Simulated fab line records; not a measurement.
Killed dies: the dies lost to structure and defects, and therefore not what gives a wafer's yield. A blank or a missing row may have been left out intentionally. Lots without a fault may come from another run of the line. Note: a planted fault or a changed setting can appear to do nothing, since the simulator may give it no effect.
One fault seen from 2 desks | flow nand harc | only its own numbers are on each desk; what lay behind them is given at the end

== THE DEFECT DESK ==
What the inspections along the route counted, lot by lot: means of the sampled wafers that have a number. The brackets show how far a lot's mean lies from the usual mean; more than 4 standard deviations puts the lot out of limits, marked OUT.
Columns: A = raw defect count at NHARC_A_M1_INSPECT_11, usual 86
lot  | first seen here | A
L158 | day 22 20:17    | 17
L159 | day 22 23:47    | 56
L160 | day 23 09:54    | 159
L161 | day 24 14:34    | 56
L163 | day 24 16:44    | 64
L162 | day 24 21:20    | 146
L164 | day 25 10:11    | 31
L173 | day 28 13:52    | 135
L177 | day 30 05:49    | 113
L176 | day 30 09:04    | 69
L178 | day 30 22:17    | 66
L180 | day 32 00:34    | 104
This desk's verdict: no lot among the 12 shows anything out of limits.

== THE TOOL OWNER'S DESK: rie diel-05 ==
The tool's own readings at NHARC_A_M1_ETCH_35 (etches the open film in N2/H2, target depth 40 nm, overetch 12 nm, time 43.94 s): means of the sampled wafers that have a number, for each lot that ran on this tool. The brackets show how far a lot's mean lies from the usual mean; more than 4 standard deviations puts the lot out of limits, marked OUT.
Columns: A = drypump motor current A at NHARC_A_M1_ETCH_35, usual 5.7 A; B = oes product au at NHARC_A_M1_ETCH_35, usual 1.000 a.u.; C = rf vpp V at NHARC_A_M1_ETCH_35, usual 432.7 V; D = showerhead plenum p Torr at NHARC_A_M1_ETCH_35, usual 2.12 Torr; E = throttle valve pct at NHARC_A_M1_ETCH_35, usual 14.171 %
lot  | first seen here | A   | B                | C     | D    | E
L158 | day 22 20:26    | 6.0 | 0.987            | 433.2 | 2.14 | 14.160
L159 | day 22 23:56    | 5.7 | 0.988            | 432.9 | 2.14 | 14.171
L160 | day 23 10:15    | 5.7 | 0.990            | 432.4 | 2.14 | 14.171
L161 | day 24 14:43    | 5.5 | 1.007            | 432.0 | 2.11 | 14.167
L163 | day 24 16:54    | 5.5 | 1.000            | 431.6 | 2.11 | 14.173
L173 | day 28 14:01    | 5.6 | 0.944 (-4.3) OUT | 432.6 | 2.11 | 14.167
This desk finds L173 out of limits, L173 being first, at day 28 14:01 (oes product au at NHARC_A_M1_ETCH_35). L158, L159, L160, L161, L163: within limits.

== TAKEN TOGETHER ==
The tool owner's desk could have raised an alarm at day 28 14:01, on L173.
Nothing out of limits was seen by the defect desk.
The defect desk has L173 on record, within its limits.
On rie diel-05, each named lot ran NHARC_A_M1_ETCH_35.

== WHAT THE SIMULATOR HAD INSERTED ==
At NHARC_A_M1_ETCH_35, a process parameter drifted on rie diel-05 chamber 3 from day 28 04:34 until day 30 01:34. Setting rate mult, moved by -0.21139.
Shown lots that were struck: L173.
How many hours passed from the start of the fault until each desk's first out-of-limits reading: the tool owner's desk, 9.
